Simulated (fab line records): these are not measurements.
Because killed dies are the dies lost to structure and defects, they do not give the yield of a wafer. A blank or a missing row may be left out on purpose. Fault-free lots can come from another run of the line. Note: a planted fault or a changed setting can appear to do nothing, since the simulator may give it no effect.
Matching of chambers || flow n5-finfet || N5_HKMG_FIN_CVD_62 on thermal-cvd-si-02 has 3 sister chambers
The step deposits a-Si from Si2H6, target thk 3 nm, time 20.8 s. 42 wafers are shown with their chamber, then 12 later ones without.

## WAFERS PAIRED WITH THEIR CHAMBERS
{"wafer": "L075.1", "chamber": 2, "heater-power-w (W)": 1513}
{"wafer": "L075.2", "chamber": 0, "heater-power-w (W)": 1465}
{"wafer": "L075.3", "chamber": 1, "heater-power-w (W)": 1545}
{"wafer": "L075.4", "chamber": 0, "heater-power-w (W)": 1532}
{"wafer": "L075.5", "chamber": 1, "heater-power-w (W)": 1501}
{"wafer": "L075.6", "chamber": 2, "heater-power-w (W)": 1534}
{"wafer": "L077.1", "chamber": 1, "heater-power-w (W)": 1553}
{"wafer": "L077.2", "chamber": 2, "heater-power-w (W)": 1507}
{"wafer": "L077.3", "chamber": 0, "heater-power-w (W)": 1493}
{"wafer": "L077.4", "chamber": 1, "heater-power-w (W)": 1522}
{"wafer": "L077.5", "chamber": 0, "heater-power-w (W)": 1490}
{"wafer": "L077.6", "chamber": 2, "heater-power-w (W)": 1518}
{"wafer": "L079.3", "chamber": 2, "heater-power-w (W)": 1519}
{"wafer": "L079.4", "chamber": 0, "heater-power-w (W)": 1543}
{"wafer": "L079.6", "chamber": 1, "heater-power-w (W)": 1507}
{"wafer": "L081.1", "chamber": 2, "heater-power-w (W)": 1535}
{"wafer": "L081.2", "chamber": 0, "heater-power-w (W)": 1503}
{"wafer": "L081.3", "chamber": 1, "heater-power-w (W)": 1527}
{"wafer": "L081.4", "chamber": 0, "heater-power-w (W)": 1512}
{"wafer": "L081.5", "chamber": 2, "heater-power-w (W)": 1536}
{"wafer": "L081.6", "chamber": 1, "heater-power-w (W)": 1509}
{"wafer": "L083.1", "chamber": 2, "heater-power-w (W)": 1540}
{"wafer": "L083.2", "chamber": 1, "heater-power-w (W)": 1470}
{"wafer": "L083.3", "chamber": 0, "heater-power-w (W)": 1477}
{"wafer": "L083.4", "chamber": 0, "heater-power-w (W)": 1521}
{"wafer": "L083.5", "chamber": 2, "heater-power-w (W)": 1485}
{"wafer": "L083.6", "chamber": 1, "heater-power-w (W)": 1506}
{"wafer": "L085.3", "chamber": 0, "heater-power-w (W)": 1524}
{"wafer": "L085.4", "chamber": 0, "heater-power-w (W)": 1511}
{"wafer": "L085.6", "chamber": 2, "heater-power-w (W)": 1541}
{"wafer": "L087.2", "chamber": 1, "heater-power-w (W)": 1516}
{"wafer": "L087.5", "chamber": 2, "heater-power-w (W)": 1537}
{"wafer": "L087.6", "chamber": 0, "heater-power-w (W)": 1492}
{"wafer": "L089.3", "chamber": 0, "heater-power-w (W)": 1494}
{"wafer": "L089.4", "chamber": 0, "heater-power-w (W)": 1516}
{"wafer": "L089.6", "chamber": 1, "heater-power-w (W)": 1562}
{"wafer": "L091.1", "chamber": 2, "heater-power-w (W)": 1552}
{"wafer": "L091.3", "chamber": 1, "heater-power-w (W)": 1532}
{"wafer": "L091.6", "chamber": 0, "heater-power-w (W)": 1486}
{"wafer": "L093.1", "chamber": 1, "heater-power-w (W)": 1506}
{"wafer": "L093.2", "chamber": 2, "heater-power-w (W)": 1587}
{"wafer": "L093.5", "chamber": 1, "heater-power-w (W)": 1550}

SIGNATURES (averages over the wafers above)
{"reading": "heater-power-w", "chamber 0": 1503.93, "chamber 1": 1521.86, "chamber 2": 1531.08, "scatter within a chamber": 23.6}
Rule: distance of a wafer from a chamber = root of the sum over the readings of ((wafer's reading minus chamber's mean) / reading's scatter) squared. If the next closest chamber is less than 2 further off than the closest, the wafer can't be placed; otherwise it belongs to the closest. The scatter: take each reading less its chamber's mean, square it, sum over the shown wafers, divide by the number of wafers less the number of chambers, and take the root.

## WAFERS MISSING THEIR CHAMBER
{"wafer": "L095.1", "heater-power-w (W)": 1502}
{"wafer": "L095.2", "heater-power-w (W)": 1536}
{"wafer": "L095.3", "heater-power-w (W)": 1538}
{"wafer": "L095.4", "heater-power-w (W)": 1535}
{"wafer": "L095.5", "heater-power-w (W)": 1509}
{"wafer": "L095.6", "heater-power-w (W)": 1539}
{"wafer": "L097.1", "heater-power-w (W)": 1525}
{"wafer": "L097.2", "heater-power-w (W)": 1512}
{"wafer": "L097.3", "heater-power-w (W)": 1505}
{"wafer": "L097.4", "heater-power-w (W)": 1534}
{"wafer": "L097.5", "heater-power-w (W)": 1563}
{"wafer": "L097.6", "heater-power-w (W)": 1497}

## WHICH CHAMBER EACH ONE RAN IN
{"wafer": "L095.1", "from the rows above": "can't be placed: 0 or 1 or 2", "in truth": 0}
{"wafer": "L095.2", "from the rows above": "can't be placed: 2 or 1 or 0", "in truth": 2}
{"wafer": "L095.3", "from the rows above": "can't be placed: 2 or 1 or 0", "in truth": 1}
{"wafer": "L095.4", "from the rows above": "can't be placed: 2 or 1 or 0", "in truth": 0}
{"wafer": "L095.5", "from the rows above": "can't be placed: 0 or 1 or 2", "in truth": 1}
{"wafer": "L095.6", "from the rows above": "can't be placed: 2 or 1 or 0", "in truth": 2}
{"wafer": "L097.1", "from the rows above": "can't be placed: 1 or 2 or 0", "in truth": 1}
{"wafer": "L097.2", "from the rows above": "can't be placed: 0 or 1 or 2", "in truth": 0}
{"wafer": "L097.3", "from the rows above": "can't be placed: 0 or 1 or 2", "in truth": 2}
{"wafer": "L097.4", "from the rows above": "can't be placed: 2 or 1 or 0", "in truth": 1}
{"wafer": "L097.5", "from the rows above": "can't be placed: 2 or 1 or 0", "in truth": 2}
{"wafer": "L097.6", "from the rows above": "can't be placed: 0 or 1 or 2", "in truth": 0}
Placed correctly: 0 of 12. Unplaceable from these rows: 12, with the true chamber sitting among the candidates in 12. Wrongly placed: 0.
